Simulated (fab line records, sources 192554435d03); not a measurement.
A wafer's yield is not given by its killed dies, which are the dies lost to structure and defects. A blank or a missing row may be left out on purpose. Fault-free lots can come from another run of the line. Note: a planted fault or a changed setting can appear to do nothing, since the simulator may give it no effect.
Split-lot trial || flow n5Finfet || 7 lots, 39 wafers read, on a route of 1938 steps

## THE SPLIT
At N5_DUMMY_GATE_ETCH_42 (etches SiO2 in CHF3/O2, target depth 3.5 nm, time 31 s), the setting biasW was moved away from the recipe's 12 W on 12 of the 39 wafers read, by -19.0% to +17.7%. The other wafers ran this setting at the recipe's value.

Reading taken at the split's own step.

## THE READING
rfVppV, in V, at N5_DUMMY_GATE_ETCH_42 (etches SiO2 in CHF3/O2, target depth 3.5 nm, time 31 s). Typical for fault-free wafers on this fab line: 42.5 V, with standard deviation 0.9 V.

{"wafer": "L076.1", "tool, chamber at the split": "rieDiel-03, 0", "biasW as run, W": 12, "against the recipe": "recipe", "rfVppV, V": 44.1, "against lot-mates on the recipe": "-"}
{"wafer": "L076.2", "tool, chamber at the split": "rieDiel-03, 1", "biasW as run, W": 12, "against the recipe": "recipe", "rfVppV, V": 42.4, "against lot-mates on the recipe": "-"}
{"wafer": "L076.3", "tool, chamber at the split": "rieDiel-03, 3", "biasW as run, W": 12, "against the recipe": "recipe", "rfVppV, V": 41.8, "against lot-mates on the recipe": "-"}
{"wafer": "L076.4", "tool, chamber at the split": "rieDiel-03, 0", "biasW as run, W": 12, "against the recipe": "recipe", "rfVppV, V": 43.1, "against lot-mates on the recipe": "-"}
{"wafer": "L076.5", "tool, chamber at the split": "rieDiel-03, 1", "biasW as run, W": 12, "against the recipe": "recipe", "rfVppV, V": 42.8, "against lot-mates on the recipe": "-"}
{"wafer": "L076.6", "tool, chamber at the split": "rieDiel-03, 3", "biasW as run, W": 12, "against the recipe": "recipe", "rfVppV, V": 41.4, "against lot-mates on the recipe": "-"}
{"wafer": "L080.1", "tool, chamber at the split": "rieDiel-03, 0", "biasW as run, W": 13.93, "against the recipe": "+16.1%", "rfVppV, V": 47.8, "against lot-mates on the recipe": "+5.5"}
{"wafer": "L080.2", "tool, chamber at the split": "rieDiel-03, 2", "biasW as run, W": 13.93, "against the recipe": "+16.1%", "rfVppV, V": 46.9, "against lot-mates on the recipe": "+4.6"}
{"wafer": "L080.3", "tool, chamber at the split": "rieDiel-03, 1", "biasW as run, W": 12, "against the recipe": "recipe", "rfVppV, V": 42.4, "against lot-mates on the recipe": "-"}
{"wafer": "L080.4", "tool, chamber at the split": "rieDiel-03, 3", "biasW as run, W": 12, "against the recipe": "recipe", "rfVppV, V": 41.8, "against lot-mates on the recipe": "-"}
{"wafer": "L080.5", "tool, chamber at the split": "rieDiel-03, 2", "biasW as run, W": 13.93, "against the recipe": "+16.1%", "rfVppV, V": 47.7, "against lot-mates on the recipe": "+5.4"}
{"wafer": "L080.6", "tool, chamber at the split": "rieDiel-03, 1", "biasW as run, W": 12, "against the recipe": "recipe", "rfVppV, V": 42.6, "against lot-mates on the recipe": "-"}
{"wafer": "L081.1", "tool, chamber at the split": "rieDiel-03, 2", "biasW as run, W": 12, "against the recipe": "recipe", "rfVppV, V": 42.6, "against lot-mates on the recipe": "-"}
{"wafer": "L081.2", "tool, chamber at the split": "rieDiel-03, 0", "biasW as run, W": 12, "against the recipe": "recipe", "rfVppV, V": 42.6, "against lot-mates on the recipe": "-"}
{"wafer": "L081.3", "tool, chamber at the split": "rieDiel-03, 1", "biasW as run, W": 12, "against the recipe": "recipe", "rfVppV, V": 43.8, "against lot-mates on the recipe": "-"}
{"wafer": "L081.4", "tool, chamber at the split": "rieDiel-03, 3", "biasW as run, W": 12, "against the recipe": "recipe", "rfVppV, V": 41.7, "against lot-mates on the recipe": "-"}
{"wafer": "L081.5", "tool, chamber at the split": "rieDiel-03, 1", "biasW as run, W": 12, "against the recipe": "recipe", "rfVppV, V": 43.9, "against lot-mates on the recipe": "-"}
{"wafer": "L081.6", "tool, chamber at the split": "rieDiel-03, 0", "biasW as run, W": 12, "against the recipe": "recipe", "rfVppV, V": 42.6, "against lot-mates on the recipe": "-"}
{"wafer": "L082.1", "tool, chamber at the split": "rieDiel-03, 3", "biasW as run, W": 14.12, "against the recipe": "+17.7%", "rfVppV, V": 47.8, "against lot-mates on the recipe": "+4.9"}
{"wafer": "L082.2", "tool, chamber at the split": "rieDiel-03, 2", "biasW as run, W": 12, "against the recipe": "recipe", "rfVppV, V": 44.1, "against lot-mates on the recipe": "-"}
{"wafer": "L082.3", "tool, chamber at the split": "rieDiel-03, 0", "biasW as run, W": 12, "against the recipe": "recipe", "rfVppV, V": 42.5, "against lot-mates on the recipe": "-"}
{"wafer": "L082.4", "tool, chamber at the split": "rieDiel-03, 1", "biasW as run, W": 14.12, "against the recipe": "+17.7%", "rfVppV, V": 47.4, "against lot-mates on the recipe": "+4.5"}
{"wafer": "L082.5", "tool, chamber at the split": "rieDiel-03, 1", "biasW as run, W": 12, "against the recipe": "recipe", "rfVppV, V": 42.1, "against lot-mates on the recipe": "-"}
{"wafer": "L082.6", "tool, chamber at the split": "rieDiel-03, 2", "biasW as run, W": 14.12, "against the recipe": "+17.7%", "rfVppV, V": 46.3, "against lot-mates on the recipe": "+3.4"}
{"wafer": "L091.1", "tool, chamber at the split": "rieDiel-03, 2", "biasW as run, W": 12, "against the recipe": "recipe", "rfVppV, V": 42.3, "against lot-mates on the recipe": "-"}
{"wafer": "L091.3", "tool, chamber at the split": "rieDiel-03, 1", "biasW as run, W": 12, "against the recipe": "recipe", "rfVppV, V": 42.2, "against lot-mates on the recipe": "-"}
{"wafer": "L091.4", "tool, chamber at the split": "rieDiel-03, 0", "biasW as run, W": 12, "against the recipe": "recipe", "rfVppV, V": 42.8, "against lot-mates on the recipe": "-"}
{"wafer": "L092.1", "tool, chamber at the split": "rieDiel-05, 1", "biasW as run, W": 12, "against the recipe": "recipe", "rfVppV, V": 42.9, "against lot-mates on the recipe": "-"}
{"wafer": "L092.2", "tool, chamber at the split": "rieDiel-05, 2", "biasW as run, W": 9.724, "against the recipe": "-19.0%", "rfVppV, V": 36.5, "against lot-mates on the recipe": -5.8}
{"wafer": "L092.3", "tool, chamber at the split": "rieDiel-05, 3", "biasW as run, W": 12, "against the recipe": "recipe", "rfVppV, V": 41.7, "against lot-mates on the recipe": "-"}
{"wafer": "L092.4", "tool, chamber at the split": "rieDiel-05, 0", "biasW as run, W": 9.724, "against the recipe": "-19.0%", "rfVppV, V": 36.5, "against lot-mates on the recipe": -5.8}
{"wafer": "L092.5", "tool, chamber at the split": "rieDiel-05, 0", "biasW as run, W": 9.724, "against the recipe": "-19.0%", "rfVppV, V": 37.0, "against lot-mates on the recipe": -5.3}
{"wafer": "L092.6", "tool, chamber at the split": "rieDiel-05, 3", "biasW as run, W": 12, "against the recipe": "recipe", "rfVppV, V": 42.2, "against lot-mates on the recipe": "-"}
{"wafer": "L095.1", "tool, chamber at the split": "rieDiel-01, 2", "biasW as run, W": 14.1, "against the recipe": "+17.5%", "rfVppV, V": 46.6, "against lot-mates on the recipe": "+3.2"}
{"wafer": "L095.2", "tool, chamber at the split": "rieDiel-01, 1", "biasW as run, W": 14.1, "against the recipe": "+17.5%", "rfVppV, V": 48.1, "against lot-mates on the recipe": "+4.7"}
{"wafer": "L095.3", "tool, chamber at the split": "rieDiel-01, 3", "biasW as run, W": 12, "against the recipe": "recipe", "rfVppV, V": 44.3, "against lot-mates on the recipe": "-"}
{"wafer": "L095.4", "tool, chamber at the split": "rieDiel-01, 3", "biasW as run, W": 14.1, "against the recipe": "+17.5%", "rfVppV, V": 46.9, "against lot-mates on the recipe": "+3.5"}
{"wafer": "L095.5", "tool, chamber at the split": "rieDiel-01, 2", "biasW as run, W": 12, "against the recipe": "recipe", "rfVppV, V": 42.0, "against lot-mates on the recipe": "-"}
{"wafer": "L095.6", "tool, chamber at the split": "rieDiel-01, 1", "biasW as run, W": 12, "against the recipe": "recipe", "rfVppV, V": 44.0, "against lot-mates on the recipe": "-"}

THE FIT
A straight line over all 39 wafers: rfVppV changes by +0.285 V for each +1% of biasW; r = +0.96; the points scatter about the line by 0.8 V.
The same after taking each lot's own level away (the mean of its wafers on the recipe; 39 wafers): +0.27 V for each +1%; r = +0.96; scatter 0.81 V.
The reading moves by 5.1 V for the largest change in biasW, on that fit.
The lots' own levels span 42.27 to 43.43 V, that is 1.3 times the standard deviation above.
The two slopes agree, so the slope changes little with the lot-to-lot level.
Check: -5.1 V against its lot-mates is what the line predicts for one of the wafers moved furthest among these (-19.0%) when that wafer is left out of the fit. It came out at -5.77 V against them.
Tool readings at the split's step, against how far the setting was moved: rfVppV r = +0.96.

## ADDITIONAL SPLITS CARRIED BY THESE WAFERS
Note: prior to the reading, these wafers also went through further splits. Each is held against what the fit with the lots' levels taken away leaves over:
{"other split on the same wafers": "N5_DUMMY_GATE_ETCH_37 sourceW", "wafers away from the commonest value": 15, "r with rfVppV (lot level and that fit taken away)": "+0.12"}

## THE FILE'S OWN FIT
rfVppV changes by +0.268 V for each +1% of biasW, r = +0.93.
